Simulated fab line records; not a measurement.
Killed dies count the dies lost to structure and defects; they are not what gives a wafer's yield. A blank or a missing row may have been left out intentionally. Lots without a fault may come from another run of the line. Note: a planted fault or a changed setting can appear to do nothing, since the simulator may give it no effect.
fab line records    flow n5_finfet
record lots=10  wafers=30  last_day=17
route steps=1938 shown BEOL_M10@1491
lots with no fault: from the same line, run without faults
start_h: hours from the record's opening day to when the first of the lot's shown wafers began    wait_h: how many hours have passed since the lot's step before this one    " repeats the value in the row above    L1.1+2: one row covering several wafers at once    - value missing, or start not given    * or withheld: withheld    < > ~ a bound
route shown NAME@n: a module of which the file shows steps, and the number in the route of the first    usual: mean/standard deviation of fault-free wafers    same: alike in all rows    chamber/n: place in a boat    sites: each site's reading    _std_site: standard deviation of those values    _edge_site: outer sites' mean less inner sites'    radius_mm: for every site, how far away it sits from the centre of the wafer    mask NAME#n: copy n    behind: the most recent tool/chamber to have shaped the wafer    hold: cause of the lot's hold/its duration in hours/its outcome    device: transistor that didn't switch, given as n, p or np    end of line: the same wafers' tests at the end of the route    where a step has no rows: the recipe by itself    killed: not the wafer's yield, but the dies lost to structure and defects at the first sort    map: a wafer's dies, marking killed ones x, the rest . and places with no die _
set.NAME: the setting the step ran with; set.NAME@STEP: the setting that earlier step ran with    model.NAME: the simulator's own value behind a step, which no gauge read
a sample of lots followed through the steps of the route, with each step as a table and each wafer as a row
services: from which hour (start_h, from the record's first day; less than 0 if before it) a tool's chamber was out of use, for how many hours, and why
## steps
# step N5_BEOL_M10_HM_OPEN_17
# recipe chemistry=Cl2/BCl3  target_depth_a=200  overetch_a=60  target=TiN  mask_material=SOC  ion_energy_ev=150  pressure_mtorr=10  icp_w=1000  bias_w=126  Cl2_flow_sccm=53.25  bcl3_flow_sccm=21.75  Ar_flow_sccm=25
# usual drypump_motor_current_A=5.8/0.45  he_backside_leak_sccm=3.40/0.22  mfc_cl2_sccm=53.25/0.21  oes_product_au=0.65/0.056  throttle_valve_pct=22.04/0.086
lot.wafer  tool          chamber  start_h  wait_h  drypump_motor_current_A  he_backside_leak_sccm  mfc_cl2_sccm  oes_product_au  rf_hours_counter_h  throttle_valve_pct
L220.3     rie_metal-03  1        228.10   0.1     5.7                      3.37                   53.38         0.60            -                   22.04
L220.4     "             0        "        "       5.2                      3.40                   53.15         0.72            -                   22.05
L220.5     "             0        "        "       5.2                      3.38                   53.08         0.73            -                   22.02
L223.4     rie_metal-02  1        239.18   0.1     5.5                      3.38                   53.22         0.59            -                   22.18
L223.5     "             1        "        "       5.5                      3.46                   53.29         0.60            -                   22.17
L223.6     "             0        "        "       5.9                      4.01                   52.94         0.74            -                   21.89
L226.1     rie_metal-01  1        264.92   0.0     5.8                      3.79                   53.24         0.63            69                  21.94
L226.3     "             1        "        "       5.8                      3.55                   53.26         0.63            -                   21.94
L226.6     "             1        "        "       5.8                      3.63                   53.20         0.62            -                   21.96
L228.1     rie_metal-01  0        280.81   0.0     6.6                      3.27                   53.00         0.68            31                  22.08
L228.3     "             1        "        "       5.8                      4.23                   53.40         0.63            -                   21.94
L228.4     "             0        "        "       6.6                      3.31                   52.95         0.69            -                   22.07
L230.3     rie_metal-03  0        291.84   0.1     5.2                      3.24                   53.29         0.72            -                   22.05
L230.4     "             1        "        "       5.7                      3.46                   53.18         0.59            -                   22.05
L230.6     "             1        "        "       5.7                      3.24                   53.24         0.58            -                   22.06
L231.2     rie_metal-01  1        308.78   0.0     5.8                      3.46                   53.63         0.61            73                  21.97
L231.4     "             0        "        "       6.6                      3.33                   53.41         0.66            -                   22.08
L231.5     "             1        "        "       5.8                      3.82                   53.23         0.61            -                   21.98
L235.1     rie_metal-03  0        311.79   0.0     5.2                      3.38                   52.94         0.71            20                  22.04
L235.2     "             1        "        "       5.7                      3.22                   52.87         0.58            85                  22.05
L235.6     "             1        "        "       5.7                      3.21                   53.21         0.59            -                   22.05
L236.1     rie_metal-02  1        329.12   0.0     5.5                      3.32                   53.11         0.59            78                  22.18
L236.2     "             0        "        "       5.9                      3.38                   53.12         0.71            24                  21.88
L236.3     "             0        "        "       5.9                      3.21                   53.07         0.72            -                   21.88
L239.1     rie_metal-02  0        342.43   0.0     5.9                      3.31                   53.50         0.71            25                  21.89
L239.2     "             1        "        "       5.5                      3.31                   53.22         0.58            79                  22.20
L239.6     "             1        "        "       5.5                      3.42                   53.26         0.58            -                   22.19
L242.4     rie_metal-01  1        355.05   0.1     5.8                      3.83                   52.78         0.61            -                   21.98
L242.5     "             1        "        "       5.8                      3.71                   53.02         0.60            -                   21.98
L242.6     "             0        "        "       6.6                      3.27                   53.01         0.65            -                   22.09
# step N5_BEOL_M10_ETCH_41
# recipe chemistry=CH3F/O2  target=SiCN  target_depth_a=426  taper_deg=2  time_s=86  ion_energy_ev=120  mask_material=TiN  pressure_mtorr=30  source_w=395  bias_w=75  Ar_flow_sccm=150  CH3F_flow_sccm=30  O2_flow_sccm=20
# usual drypump_motor_current_A=5.7/0.45  oes_product_au=0.79/0.091  rf_vpp_V=297.4/1.5  showerhead_plenum_p_Torr=2.01/0.066  throttle_valve_pct=16.19/0.26
lot.wafer  tool         chamber  start_h  wait_h  drypump_motor_current_A  oes_product_au  rf_hours_counter_h  rf_vpp_V  showerhead_plenum_p_Torr  throttle_valve_pct
L220.3     rie_diel-05  3        -        -       5.3                      0.71            209                 297.1     1.98                      16.50
L220.4     "            0        "        "       5.2                      0.69            240                 297.3     2.05                      16.48
L220.5     "            3        "        "       5.4                      0.70            -                   296.1     1.98                      16.51
L223.4     rie_diel-01  3        -        -       5.1                      0.77            85                  300.5     2.10                      16.02
L223.5     "            1        "        "       6.1                      0.70            -                   295.3     1.90                      16.31
L223.6     "            0        "        "       5.5                      0.92            -                   298.3     2.04                      15.71
L226.1     rie_diel-05  2        -        -       6.3                      0.68            225                 298.2     1.98                      16.54
L226.3     "            1        "        "       6.2                      0.91            18                  297.5     1.95                      16.03
L226.6     "            1        "        "       6.2                      0.92            -                   296.4     1.96                      16.03
L228.1     rie_diel-01  2        -        -       5.4                      0.78            110                 300.0     2.10                      16.12
L228.3     "            3        "        "       5.1                      0.77            100                 298.2     2.10                      16.06
L228.4     "            0        "        "       5.5                      0.90            31                  298.9     2.04                      15.76
L230.3     rie_diel-01  2        -        -       5.4                      0.79            114                 299.1     2.10                      16.13
L230.4     "            1        "        "       6.1                      0.68            234                 294.7     1.90                      16.34
L230.6     "            3        "        "       5.1                      0.78            -                   299.8     2.10                      16.04
L231.2     rie_diel-05  3        -        -       5.4                      0.68            240                 298.8     1.97                      16.56
L231.4     "            0        "        "       5.2                      0.93            9                   298.1     2.05                      16.02
L231.5     "            3        "        "       5.4                      0.67            -                   297.2     1.97                      16.56
L235.1     rie_diel-01  3        -        -       5.1                      0.75            113                 299.7     2.09                      16.08
L235.2     "            2        "        "       5.4                      0.78            122                 299.2     2.10                      16.14
L235.6     "            2        "        "       5.4                      0.78            -                   299.5     2.10                      16.15
L236.1     rie_diel-01  1        -        -       6.1                      0.67            248                 294.9     1.89                      16.36
L236.2     "            3        "        "       5.1                      0.74            120                 299.3     2.09                      16.10
L236.3     "            2        "        "       5.4                      0.76            129                 298.5     2.10                      16.16
L239.1     rie_diel-05  3        -        -       5.4                      0.67            253                 295.7     1.97                      16.59
L239.2     "            0        "        "       5.2                      0.89            24                  298.8     2.04                      16.04
L239.6     "            1        "        "       6.1                      0.86            -                   296.4     1.94                      16.09
L242.4     rie_diel-05  0        -        -       5.2                      0.88            -                   297.5     2.04                      16.06
L242.5     "            1        "        "       6.2                      0.85            -                   295.8     1.94                      16.08
L242.6     "            2        "        "       6.3                      0.97            -                   296.7     1.97                      16.13
# step N5_BEOL_M10_STRIP_77
# recipe chemistry=N2/H2  time_s=10  power_w=450  temp_c=40  pressure_mtorr=20  rf_frequency_hz=6e+07  bias_power_w=7  n2_flow_sccm=200  h2_flow_sccm=200
# usual bias_power_w=7.003/0.022  chamber_pressure_mTorr=20.000/0.018  drypump_motor_current_A=5.7/0.45  oes_product_au=0.79/0.089  rf_vpp_V=59.2/0.88  showerhead_plenum_p_Torr=2.55/0.085  throttle_valve_pct=23.51/0.3
lot.wafer  tool         chamber  start_h  wait_h  bias_power_w  chamber_pressure_mTorr  drypump_motor_current_A  oes_product_au  rf_hours_counter_h  rf_vpp_V  showerhead_plenum_p_Torr  throttle_valve_pct
L220.3     rie_diel-05  3        230.82   -       7.003         20.004                  5.4                      0.71            209                 59.1      2.52                      23.82
L220.4     "            0        "        "       7.002         20.002                  5.2                      0.69            240                 61.0      2.60                      23.76
L220.5     "            3        "        "       6.998         19.982                  5.4                      0.71            -                   59.9      2.52                      23.83
L223.4     rie_diel-01  3        241.99   -       7.007         19.959                  5.1                      0.79            85                  59.7      2.68                      23.58
L223.5     "            1        "        "       7.002         19.991                  6.1                      0.70            -                   58.6      2.41                      23.32
L223.6     "            0        "        "       7.033         19.998                  5.5                      0.91            -                   58.5      2.60                      22.93
L226.1     rie_diel-05  2        268.86   -       7.006         19.991                  6.3                      0.68            225                 59.9      2.51                      23.87
L226.3     "            1        "        "       6.978         20.016                  6.1                      0.92            18                  57.9      2.49                      23.57
L226.6     "            1        "        "       6.994         19.984                  6.2                      0.92            -                   59.8      2.49                      23.57
L228.1     rie_diel-01  2        282.53   -       6.990         19.987                  5.4                      0.78            110                 61.1      2.67                      23.52
L228.3     "            3        "        "       7.028         19.990                  5.1                      0.77            100                 58.7      2.67                      23.61
L228.4     "            0        "        "       7.011         19.991                  5.5                      0.89            31                  57.8      2.59                      22.96
L230.3     rie_diel-01  2        293.12   -       6.954         20.002                  5.4                      0.78            114                 59.3      2.66                      23.54
L230.4     "            1        "        "       7.032         20.003                  6.1                      0.69            234                 59.9      2.40                      23.35
L230.6     "            3        "        "       6.960         20.010                  5.1                      0.75            -                   60.1      2.67                      23.62
L231.2     rie_diel-05  3        310.63   -       6.981         19.985                  5.3                      0.69            240                 59.1      2.51                      23.84
L231.4     "            0        "        "       7.037         19.981                  5.2                      0.93            9                   58.1      2.59                      23.41
L231.5     "            3        "        "       7.001         19.992                  5.3                      0.69            -                   60.1      2.51                      23.87
L235.1     rie_diel-01  3        312.88   -       6.984         14.022                  5.1                      0.76            113                 58.8      2.67                      23.63
L235.2     "            2        "        "       7.008         14.020                  5.4                      0.78            122                 60.9      2.66                      23.55
L235.6     "            2        "        "       7.005         14.028                  5.4                      0.78            -                   58.2      2.66                      23.54
L236.1     rie_diel-01  1        330.09   -       6.972         14.010                  6.1                      0.68            248                 59.2      2.40                      23.37
L236.2     "            3        "        "       6.983         14.004                  5.1                      0.76            120                 59.4      2.67                      23.62
L236.3     "            2        "        "       7.012         14.003                  5.4                      0.77            129                 59.7      2.66                      23.55
L239.1     rie_diel-05  3        346.94   -       7.042         19.999                  5.4                      0.68            253                 59.2      2.50                      23.88
L239.2     "            0        "        "       6.977         19.978                  5.2                      0.90            24                  59.7      2.59                      23.42
L239.6     "            1        "        "       7.017         19.986                  6.2                      0.86            -                   58.5      2.47                      23.63
L242.4     rie_diel-05  0        356.32   -       7.018         19.967                  5.2                      0.87            -                   59.1      2.59                      23.47
L242.5     "            1        "        "       6.986         19.994                  6.1                      0.85            -                   58.5      2.47                      23.63
L242.6     "            2        "        "       7.004         20.012                  6.3                      0.96            -                   58.5      2.50                      23.62
# step N5_BEOL_M10_OCD_MEAS_38
# usual trench_depth_nm=147.7/2.1
lot.wafer  tool    chamber  start_h  wait_h  trench_depth_nm
L220.3     ocd-01  -        230.90   -       146.8
L220.4     "       -        "        "       144.2
L220.5     "       -        "        "       145.9
L223.4     ocd-02  -        242.07   -       146.4
L223.5     "       -        "        "       143.4
L223.6     "       -        "        "       148.5
L226.1     ocd-01  -        268.94   -       144.2
L226.3     "       -        "        "       149.5
L226.6     "       -        "        "       149.1
L228.1     ocd-02  -        282.61   -       150.6
L228.3     "       -        "        "       147.1
L228.4     "       -        "        "       149.9
L230.3     ocd-01  -        293.21   -       150.3
L230.4     "       -        "        "       145.9
L230.6     "       -        "        "       148.5
L231.2     ocd-01  -        310.71   -       143.5
L231.4     "       -        "        "       151.0
L231.5     "       -        "        "       145.5
L235.1     ocd-01  -        312.96   -       149.0
L235.2     "       -        "        "       150.2
L235.6     "       -        "        "       151.5
L236.1     ocd-02  -        330.17   -       144.0
L236.2     "       -        "        "       146.9
L236.3     "       -        "        "       150.0
L239.1     ocd-01  -        347.02   -       146.3
L239.2     "       -        "        "       150.0
L239.6     "       -        "        "       149.8
L242.4     ocd-01  -        356.38   -       150.5
L242.5     "       -        "        "       149.9
L242.6     "       -        "        "       145.4
## services
tool          chamber  start_h  hours  kind
rie_metal-03  -        205.01   2.8    pm
rie_diel-01   0        225.59   5.0    repair
rie_metal-01  -        241.19   1.0    repair
rie_diel-01   1        246.01   6.7    repair
rie_metal-03  -        259.33   0.2    repair
rie_diel-05   0        261.01   -      clean
rie_diel-05   0        261.01   -      consumable_replace:focus_ring
rie_diel-05   0        261.01   24.8   scheduled_down
rie_diel-05   0        261.01   24.8   vent_cycle
rie_diel-01   1        300.08   2.1    repair
rie_diel-05   3        331.50   3.1    repair
rie_diel-05   2        334.65   -      clean
rie_diel-05   2        334.65   -      consumable_replace:focus_ring
rie_diel-05   2        334.65   20.5   scheduled_down
rie_diel-05   2        334.65   20.5   vent_cycle
rie_diel-01   1        337.69   -      clean
rie_diel-01   1        337.69   -      consumable_replace:focus_ring
rie_diel-01   1        337.69   -      consumable_replace:showerhead
rie_diel-01   1        337.69   13.0   scheduled_down
rie_diel-01   1        337.69   13.0   vent_cycle
rie_diel-01   0        338.64   8.2    repair
rie_diel-05   3        355.31   -      clean
rie_diel-05   3        355.31   -      consumable_replace:focus_ring
rie_diel-05   3        355.31   16.4   scheduled_down
## key
first_sign step=N5_BEOL_M10_STRIP_77  reading=chamber_pressure_mTorr  direction=down  sigmas=99+  usual=*  struck=*
effect none on later readings
met_at N5_BEOL_M10_STRIP_77
struck_lots L235,L236
not_acting_at N5_BEOL_M10_HM_OPEN_17,N5_BEOL_M10_ETCH_41,N5_BEOL_M10_OCD_MEAS_38
onset_between 293.12 312.88
fault kind=process_parameter_drift  tool=rie_diel-01  chamber=-  onset_h=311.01  steps=N5_BEOL_M10_STRIP_77  channel=pressure_mtorr  offset=*  shape=step  end_h=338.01  acts_in=*  stated=*
